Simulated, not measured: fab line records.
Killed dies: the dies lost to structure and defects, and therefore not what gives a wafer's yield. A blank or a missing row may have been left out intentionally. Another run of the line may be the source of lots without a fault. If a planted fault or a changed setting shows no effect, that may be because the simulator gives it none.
Which tool is to blame? -- flow n5Finfet -- 11 lots with 33 wafers sampled at 3 steps, on a route of 1938 steps

## WHAT THE GAUGES SHOWED, per wafer
N5_PASSIVATION_CD_MEAS_10 targets a cd of 3000 nm. Usual: 2999.1 nm for cdNm, sd 1.3.
lot,measured,on,cdNm (nm),flag
L799,day 12 16:14,cdSem-02,2999.5 2997.4 3001.1,
L803,day 13 00:49,cdSem-01,3000.7 3000.0 2998.6,
L807,day 13 14:00,cdSem-03,2999.6 2999.9 2997.7,
L809,day 14 17:08,cdSem-03,3000.2 2997.5 2997.4,
L810,day 14 12:34,cdSem-01,2997.6 2996.3 2997.4,
L811,day 14 20:33,cdSem-03,2998.8 2997.7 2998.4,
L812,day 15 03:56,cdSem-01,2997.9 2997.5 2999.6,
L816,day 15 18:34,cdSem-02,2999.6 2998.2 2999.8,
L817,day 16 04:08,cdSem-02,2999.7 2998.3 3000.5,
L819,day 16 21:23,cdSem-02,2999.4 2998.9 2997.4,
L822,day 17 20:40,cdSem-03,2998.5 3000.5 2998.2,

## WHAT TOOL EACH LOT RAN ON (gives the tool, then ch and the chambers of the sampled wafers, and finally the start)
lot,N5_BEOL_M9_SPUTTER_48,N5_PASSIVATION_PECVD_01
L799,"pvdSputter-01, day 10 03:04","pecvd-04 ch 0,1, day 12 14:28"
L803,"pvdSputter-02, day 10 18:28","pecvd-04 ch 0,1,2, day 13 00:27"
L807,"pvdSputter-02, day 11 15:33","pecvd-04 ch 0,2, day 13 12:14"
L809,"pvdSputter-02, day 12 17:34","pecvd-03 ch 1,2, day 14 14:50"
L810,"pvdSputter-02, day 12 18:07","pecvd-03 ch 0,1,2, day 14 10:56"
L811,"pvdSputter-02, day 12 23:39","pecvd-04 ch 0,1, day 14 19:59"
L812,"pvdSputter-03, day 13 01:49","pecvd-04 ch 0,1,2, day 15 02:01"
L816,"pvdSputter-01, day 13 21:18","pecvd-03 ch 1,2, day 15 17:02"
L817,"pvdSputter-02, day 14 05:49","pecvd-03 ch 0,1,2, day 16 03:38"
L819,"pvdSputter-02, day 14 23:15","pecvd-04 ch 0,1,2, day 16 20:21"
L822,"pvdSputter-03, day 15 19:08","pecvd-01 ch 0,2, day 17 19:13"
- N5_BEOL_M9_SPUTTER_48: material Cu, target thk 12 nm, time 2 s.
- N5_PASSIVATION_PECVD_01: deposits SiNx from SiH4/NH3/N2, target thk 200 nm, time 43.2 s.

## WHAT THE TOOLS THEMSELVES READ (means of the sampled wafers that have a number; where no wafer has one, the mark that the record gives instead)
N5_BEOL_M9_SPUTTER_48. Usual: 30.2 % for throttleValvePct, sd 1.
lot,tool,throttleValvePct (%),flag
L799,pvdSputter-01,30.2,
L803,pvdSputter-02,31.6,
L807,pvdSputter-02,31.3,
L809,pvdSputter-02,30.7,
L810,pvdSputter-02,31.0,
L811,pvdSputter-02,30.9,
L812,pvdSputter-03,28.6,
L816,pvdSputter-01,30.4,
L817,pvdSputter-02,30.8,
L819,pvdSputter-02,30.9,
L822,pvdSputter-03,28.9,

N5_PASSIVATION_PECVD_01. Usual: heaterPowerW 401 W, standard deviation 89; showerheadPlenumPTorr 8.69 Torr, standard deviation 0.036; throttleValvePct 28.7 %, standard deviation 1.9.
lot,tool,heaterPowerW (W),showerheadPlenumPTorr (Torr),throttleValvePct (%),flag
L799,pecvd-04,381,8.74,30.6,
L803,pecvd-04,428,8.69,29.5,
L807,pecvd-04,435,8.73,29.3,
L809,pecvd-03,379,8.70,30.7,
L810,pecvd-03,440,8.69,29.9,
L811,pecvd-04,392,8.75,30.5,
L812,pecvd-04,411,8.70,29.3,
L816,pecvd-03,444,8.70,30.8,
L817,pecvd-03,355,8.69,30.0,
L819,pecvd-04,415,8.70,29.4,
L822,pecvd-01,395,8.69,26.9,

## THE ANSWER, worked out from the rows above alone
Rule: a lot counts as off when the mean over its wafers that have a number is more than 3 standard deviations away from the usual mean. Also off: a lot with no number at a reading for which 4 or more lots have one. The other lots that the step has rows for count as sound. First the gauges in route order, then the tools' own readings, where a lot's mean is used as printed above. The first step at which some lot is off is used, and at that step the reading that is off furthest; a lot without a number counts as furthest.
No lot is off on any of the readings shown, so nothing can be concluded from this.

## WHAT THE SIMULATOR PUT IN
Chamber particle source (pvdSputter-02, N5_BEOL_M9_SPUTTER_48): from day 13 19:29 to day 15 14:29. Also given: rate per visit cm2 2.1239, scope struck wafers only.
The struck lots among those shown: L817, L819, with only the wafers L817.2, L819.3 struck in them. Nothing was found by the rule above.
